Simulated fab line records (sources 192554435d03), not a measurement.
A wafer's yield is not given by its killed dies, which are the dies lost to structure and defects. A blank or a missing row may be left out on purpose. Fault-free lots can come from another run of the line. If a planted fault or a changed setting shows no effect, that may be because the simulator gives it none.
Struck lot and sound lot, side by side :: flow n5-finfet :: 15 steps out of a route of 1938
Sound: these wafers, L369.2, L369.5, L369.6. Struck: wafers L376.3, L376.4, L376.6. The cause comes at the end.
At each step with rows: each side's tool, then ch and its chambers, then its first start. Under that, the readings that differ: sound wafers :: struck wafers :: difference of the means :: sigmas: that difference in standard deviations of wafers without a fault.
alike: same words and numbers on both sides, and readings whose means sit less than 2 such deviations apart. not compared: any withheld reading, any reading some wafer has no value for, any bound like >300 that may hide the same value, and any number with overlapping values for which the record gives no deviation.
A row with sigmas, a row that says differs or no value, or rows on one side alone: a step with any of these is where the two part. Non-overlapping numbers with no deviation appear without sigmas and do not part them. Lack of a reading on every wafer of one side parts them only where that side has two or more wafers.

N5_BEOL_M6_OCD_MEAS_38:
  sound on ocd-01, day 10 16:18; struck on ocd-01, day 12 10:41
  alike: trench-depth-nm
then, 4 steps without rows for these wafers: N5_BEOL_M6_HM_STRIP_39 (strips TiN in peroxide tin strip, target depth 25 nm, time 158 s); N5_BEOL_M6_SRD_40 (time 30 s); N5_BEOL_M6_PRECLEAN_42 (cleans in residue remover, time 60 s); N5_BEOL_M6_SRD_43 (time 30 s).
N5_BEOL_M6_CD_MEAS_35: target cd 40 nm, target cd y 28 nm.
  sound on cd-sem-02, day 10 16:28; struck on cd-sem-01, day 12 10:57
  alike: cd-nm
N5_BEOL_M6_CURE_75: cures SiCOH lowk, time 120 s.
  sound on uv-cure-02 ch 1, day 10 16:33; struck on uv-cure-03 ch 2, day 12 11:05
  alike: lamp-power-pct, wafer_temp_C_max
N5_BEOL_M6_DEGAS_44: time 60 s.
  sound on pvd-sputter-02, day 10 16:56; struck on pvd-sputter-02, day 12 12:08
  alike: heater-power-w
N5_BEOL_M6_PRE_CLEAN_45: time 30 s.
  sound on pvd-sputter-02, day 10 16:58; struck on pvd-sputter-02, day 12 12:11
  alike: heater-power-w
N5_BEOL_M6_ALD_77: deposits TaN, target thk 2 nm, pulse time 2 s, purge time 3 s.
  sound on ald-metal-01 ch 0,1,2, day 10 17:02; struck on ald-metal-03 ch 1,2,3, day 12 12:16
  alike: heater-power-w
N5_BEOL_M6_SURFACE_TREAT_79:
  sound on pvd-sputter-02, day 10 17:27; struck on pvd-sputter-01, day 12 12:47
  not compared: pressure-mtorr, throttle-valve-pct
then, 1 step without rows for these wafers: N5_BEOL_M6_CVD_78 (deposits Co from CCTBA/H2, target thk 2 nm, time 142.3 s).
N5_BEOL_M6_SPUTTER_48: material Cu, target thk 10 nm, time 1.667 s.
  sound on pvd-sputter-02, day 10 17:41; struck on pvd-sputter-02, day 12 13:02
reading: cathode-dc-power-W (W)
sound: 26001 25997 26005
struck: 18032 18039 18041
difference: -7964
sigmas: -99 or more
  alike: throttle-valve-pct
then, 1 step without rows for these wafers: N5_BEOL_M6_ECD_50 (material Cu, target thk 300 nm).
-- the record jumps here: 4 days lie between the struck wafers' starts before and after (it left off in module BEOL_M6 and takes up again in module PASSIVATION, whose first step shown is number 1936 of the route) --
N5_PASSIVATION_PROBE_49:
  rows exist in the record for the struck wafers here (prober-01, day 16 06:37), but not for the sound ones

WHERE THEY PART
First at N5_BEOL_M6_SPUTTER_48; last, within this record, at N5_PASSIVATION_PROBE_49.

WHY: what the simulator had put in
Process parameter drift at N5_BEOL_M6_SPUTTER_48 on pvd-sputter-02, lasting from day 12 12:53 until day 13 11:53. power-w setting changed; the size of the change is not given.
